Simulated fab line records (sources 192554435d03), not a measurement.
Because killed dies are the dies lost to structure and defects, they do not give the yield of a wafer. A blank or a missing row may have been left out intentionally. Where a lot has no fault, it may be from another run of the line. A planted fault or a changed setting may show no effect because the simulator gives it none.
A lot that was struck, set against a sound lot :: flow n5Finfet :: 26 out of 1938 route steps
Sound: these wafers, L805.1, L805.2, L805.6. The struck wafers were L819.2, L819.3, L819.5. The cause comes at the end.
For every step that has rows: the tool of each side, followed by ch and its chambers, followed by its first start. Under that, the readings that differ: sound wafers :: struck wafers :: difference of the means :: sigmas: that difference in standard deviations of wafers without a fault.
alike: readings with means less than 2 such deviations apart, plus words and numbers identical on both sides. not compared: withheld readings, readings lacking a value on some wafer, bounds such as >300 that could conceal the same value, and numbers that have no deviation in the record and whose values overlap.
The two part at a step that has a row with sigmas, a row that says differs or no value, or rows on one side only. When numbers do not overlap yet have no deviation, they are printed without sigmas and do not part them. A reading missing from all wafers of one side parts the sides only when that side holds two or more wafers.

first, 1 step without rows for these wafers: N5_BEOL_M0_PRE_CLEAN_131 (time 15 s).
N5_BEOL_M0_CO_CAP_123: material Co, precursor CCTBA/H2, target thk 2 nm, time 102.1 s.
  sound on cvdCo-02 ch 0,1, day 6 01:43; struck on cvdCo-02 ch 0,1,2, day 9 13:31
  alike: heaterPowerW
then, 1 step without rows for these wafers: N5_BEOL_M0_PRE_CLEAN_124 (time 15 s).
N5_BEOL_M0_DEP_125: deposits SiCN from 3MS/NH3, target thk 8 nm, time 14 s.
  sound on pecvd-01 ch 1,2, day 6 01:52; struck on pecvd-01 ch 0,1, day 9 13:37
  alike: showerheadPlenumPTorr, throttleValvePct
N5_BEOL_M0_RS_MEAS_126: the measuring method here is four-point-probe.
  sound: filmMetro-01 at day 6 01:56; struck: filmMetro-01 at day 9 13:41
  alike: M0_RS
N5_BEOL_M0_INSPECT_127: inspects for defects (darkfield).
  sound: defectInspect-01 at day 6 01:58; struck: defectInspect-01 at day 9 13:43
  alike: rawDefectCount
then, 1 step without rows for these wafers: N5_BEOL_M1_ILD_DEP_00 (deposits SiOC from DEMS/O2, target thk 79 nm, time 15.3 s).
N5_BEOL_M1_THK_MEAS_01:
  sound: filmMetro-02 at day 6 02:04; struck: filmMetro-02 at day 9 13:49
  alike: M1_ILD_THK
N5_BEOL_M1_PECVD_72: deposits SiO2 from TEOS/O2, target thk 16 nm, time 18 s.
  sound on pecvd-04 ch 0,2, day 6 02:06; struck on pecvd-04 ch 0, day 9 13:52
  alike: heaterPowerW, showerheadPlenumPTorr, throttleValvePct
N5_BEOL_M1_HM_DEP_02: deposits TiN, target thk 20 nm.
  sound: pvdSputter-03 at day 6 02:58; struck: pvdSputter-03 at day 9 17:49
  alike: throttleValvePct
then, 2 steps without rows for these wafers: N5_BEOL_M1_COAT_61 (time 60 s, resist thk 60 nm); N5_BEOL_M1_COAT_62 (time 60 s, resist thk 12 nm).
N5_BEOL_M1_COAT_73: time 60 s, resist thk 5 nm.
  sound on lithoTrack-01 ch 0, day 6 03:05; struck on lithoTrack-04 ch 0, day 9 17:57
reading: spinSpeedRpm (rpm)
sound: 1499.4 1499.4 1497.5
struck: 1447.3 1446.2 1448.9
difference: -51.3
sigmas: -47
  alike: resistLineTempC
then, 6 steps without rows for these wafers: N5_BEOL_M1_COAT_05 (resist thk 30 nm); N5_BEOL_M1_EBR_07; N5_BEOL_M1_SOFTBAKE_06 (time 60 s); N5_BEOL_M1_EXPOSE_08 (exposes mask M1); N5_BEOL_M1_PEB_09 (peb time 60 s); N5_BEOL_M1_DEVELOP_10 (develop time 30 s).
N5_BEOL_M1_CD_MEAS_11: the cd target is 17.05 nm.
  sound on cdSem-03 ch 0, day 6 03:29; struck on cdSem-02 ch 0, day 9 18:13
  alike: cdNm
N5_BEOL_M1_OVL_MEAS_12:
  sound on overlay-01 ch 0, day 6 03:31; struck on overlay-01 ch 0, day 9 18:14
reading: M1_OVL (nm)
sound: 1.1 0.3 0.7
struck: -0.7 -1.0 -1.1
difference: -1.6
sigmas: -3
N5_BEOL_M1_INSPECT_13: inspects for defects (brightfield).
  sound: defectInspect-02 at day 6 03:34; struck: defectInspect-01 at day 9 18:18
reading: rawDefectCount
sound: 448 753 826
struck: 303 526 421
difference: -259
sigmas: -2
N5_BEOL_M1_DESCUM_16: chemistry O2, time 7 s.
  sound on rieDiel-04 ch 1,2,3, day 6 03:43; struck on rieDiel-04 ch 0,1,2, day 9 18:20
  alike: drypumpMotorCurrentA, o2FlowSccm, oesProductAu, rfVppV, showerheadPlenumPTorr, throttleValvePct
  not compared: rfHoursCounterH
N5_BEOL_M1_ETCH_74: etches underlayer in N2/H2, target depth 6.5 nm, time 5.2 s.
  sound on rieDiel-04 ch 1,2,3, day 6 03:45; struck on rieDiel-04 ch 0,1,2, day 9 18:22
reading: model.etch.depthNm (nm)
sound: 5.032 5.037 5.033
struck: 5.124 5.11 5.107
difference: +0.080
sigmas: 
  alike: drypumpMotorCurrentA, etchRfOnTimeS, oesProductAu, rfVppV, showerheadPlenumPTorr, throttleValvePct
  not compared: rfHoursCounterH
then, 1 step without rows for these wafers: N5_BEOL_M1_ETCH_63 (etches SiARC in CF4, target depth 15.6 nm, time 26 s).
N5_BEOL_M4_RC_MEAS_101:
  sound on prober-02 ch 0, day 8 01:55; struck on prober-01 ch 0, day 11 12:13
  alike: DIBL_N, DIBL_P, IOFF_N, IOFF_P, ION_N, ION_P, SS_N, SS_P, VT_N, VT_P

== WHERE THEY PART ==
Earliest at N5_BEOL_M1_COAT_73; latest, in this record, at N5_BEOL_M1_INSPECT_13. Later steps at which nothing parts them and some readings are alike: N5_BEOL_M1_DESCUM_16, N5_BEOL_M1_ETCH_74, N5_BEOL_M4_RC_MEAS_101.

WHY: what had been put in by the simulator
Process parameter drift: lithoTrack-04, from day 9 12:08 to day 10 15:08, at N5_BEOL_M1_COAT_73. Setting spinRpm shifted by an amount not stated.
